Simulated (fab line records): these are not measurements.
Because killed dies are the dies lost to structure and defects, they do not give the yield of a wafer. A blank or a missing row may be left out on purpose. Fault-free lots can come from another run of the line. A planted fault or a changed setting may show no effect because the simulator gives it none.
Which of the tools did it? + flow n5 finfet + Sampling: 11 lots, 33 wafers, 2 of 1938 route steps

## WHAT THE GAUGES READ, wafer by wafer
N5_BEOL_M8_OVL_MEAS_12.
| lot  | measured     | on         | M8_OVL (nm)   |
|------|--------------|------------|---------------|
| L075 | day 9 21:58  | overlay-01 | -1.0 0.2 0.2  |
| L078 | day 11 23:53 | overlay-01 | 0.5 -0.1 -0.4 |
| L083 | day 12 11:30 | overlay-01 | 0.5 1.2 1.5   |
| L079 | day 13 06:30 | overlay-01 | 0.2 1.0 1.1   |
| L084 | day 13 16:13 | overlay-02 | -0.3 0.3 1.3  |
| L085 | day 14 00:25 | overlay-02 | 0.4 0.4 0.3   |
| L088 | day 14 05:33 | overlay-02 | -0.9 0.0 0.1  |
| L089 | day 15 04:21 | overlay-02 | -0.6 -0.3 0.7 |
| L090 | day 15 16:16 | overlay-02 | -0.4 0.2 0.3  |
| L092 | day 16 01:52 | overlay-02 | 0.8 1.2 0.2   |
| L096 | day 16 19:10 | overlay-01 | -0.5 0.0 -0.8 |

## WHICH TOOL RAN EACH LOT (tool, then ch and the chambers of the sampled wafers, then the start)
| lot  | N5_BEOL_M7_SPUTTER_48        |
|------|------------------------------|
| L075 | pvd sputter-01, day 9 19:29  |
| L078 | pvd sputter-02, day 11 21:14 |
| L083 | pvd sputter-02, day 12 07:19 |
| L079 | pvd sputter-03, day 13 00:45 |
| L084 | pvd sputter-03, day 13 13:01 |
| L085 | pvd sputter-01, day 13 20:27 |
| L088 | pvd sputter-03, day 14 01:42 |
| L089 | pvd sputter-01, day 15 01:11 |
| L090 | pvd sputter-02, day 15 12:01 |
| L092 | pvd sputter-03, day 15 22:00 |
| L096 | pvd sputter-02, day 16 16:10 |
- N5_BEOL_M7_SPUTTER_48: material Cu, target thk 10 nm, time 1.667 s.

## THE ANSWER, worked out from the rows above alone
Rule: usual is defined by the lots themselves. Put in order of their means at a reading, lots are off if they are a third of the lots or fewer, leave a main group of 4 or more, and stand apart from it by a gap of 3 or more times the standard deviation of the main group's means; of several such gaps the widest counts. If all means in a main group match to the digits the tables above print for the reading, that group is not used. Also off: a lot with no number at a reading for which 4 or more lots have one. All remaining lots with rows at the step are treated as sound.
No lot is off on any of the readings shown, so nothing can be concluded from this.

## WHAT THE SIMULATOR PUT IN
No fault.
